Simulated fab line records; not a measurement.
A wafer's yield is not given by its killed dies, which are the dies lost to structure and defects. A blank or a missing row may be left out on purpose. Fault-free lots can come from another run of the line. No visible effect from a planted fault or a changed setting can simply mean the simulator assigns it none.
What tool caused it? + flow nand-harc + 7 lots, 21 wafers sampled, at 2 steps of a route of 1159

WHAT THE GAUGES SHOWED, per wafer
NHARC_THIN_TSV_CD_MEAS_16.
| lot  | measured     | on        | cd-nm (nm)           |
|------|--------------|-----------|----------------------|
| L372 | day 19 07:50 | cd-sem-02 | 996.4 998.2 997.8    |
| L375 | day 19 11:53 | cd-sem-03 | 999.6 999.5 1000.8   |
| L376 | day 19 18:31 | cd-sem-01 | 1001.5 1001.8 1003.3 |
| L379 | day 21 08:11 | cd-sem-01 | 1001.5 999.2 998.4   |
| L380 | day 21 04:09 | cd-sem-01 | 1002.7 1001.0 1002.8 |
| L383 | day 21 19:14 | cd-sem-02 | 1000.5 999.2 999.6   |
| L386 | day 23 01:45 | cd-sem-03 | 1001.3 1002.0 1002.6 |

EACH LOT AND THE TOOL THAT RAN IT (in order: tool; ch and the chambers of the sampled wafers; start)
| lot  | NHARC_A_SGD_CUT_DEP_20       |
|------|------------------------------|
| L372 | fcvd-01 ch 0,1, day 14 17:21 |
| L375 | fcvd-01 ch 0, day 14 19:00   |
| L376 | fcvd-02 ch 0,1, day 15 03:10 |
| L379 | fcvd-02 ch 0,1, day 16 02:56 |
| L380 | fcvd-02 ch 0,1, day 16 04:10 |
| L383 | fcvd-01 ch 0,1, day 17 01:55 |
| L386 | fcvd-01 ch 0,1, day 17 23:33 |
- NHARC_A_SGD_CUT_DEP_20: deposits SiO2, target thk 150 nm.

THE ANSWER, worked out from the rows above alone
Rule: the lots themselves supply what counts as usual. Put in order of their means at a reading, lots are off if they are a third of the lots or fewer, leave a main group of 4 or more, and stand apart from it by a gap of 3 or more times the standard deviation of the main group's means; of several such gaps the widest counts. A main group is skipped when, at the precision printed for the reading in the tables above, its means are all equal. A lot without any number at a reading at which 4 lots or more have one is off too. Any other lot the step has rows for is counted as sound.
None of the lots is off at any reading shown; this tells nothing.

WHAT WAS PUT IN BY THE SIMULATOR
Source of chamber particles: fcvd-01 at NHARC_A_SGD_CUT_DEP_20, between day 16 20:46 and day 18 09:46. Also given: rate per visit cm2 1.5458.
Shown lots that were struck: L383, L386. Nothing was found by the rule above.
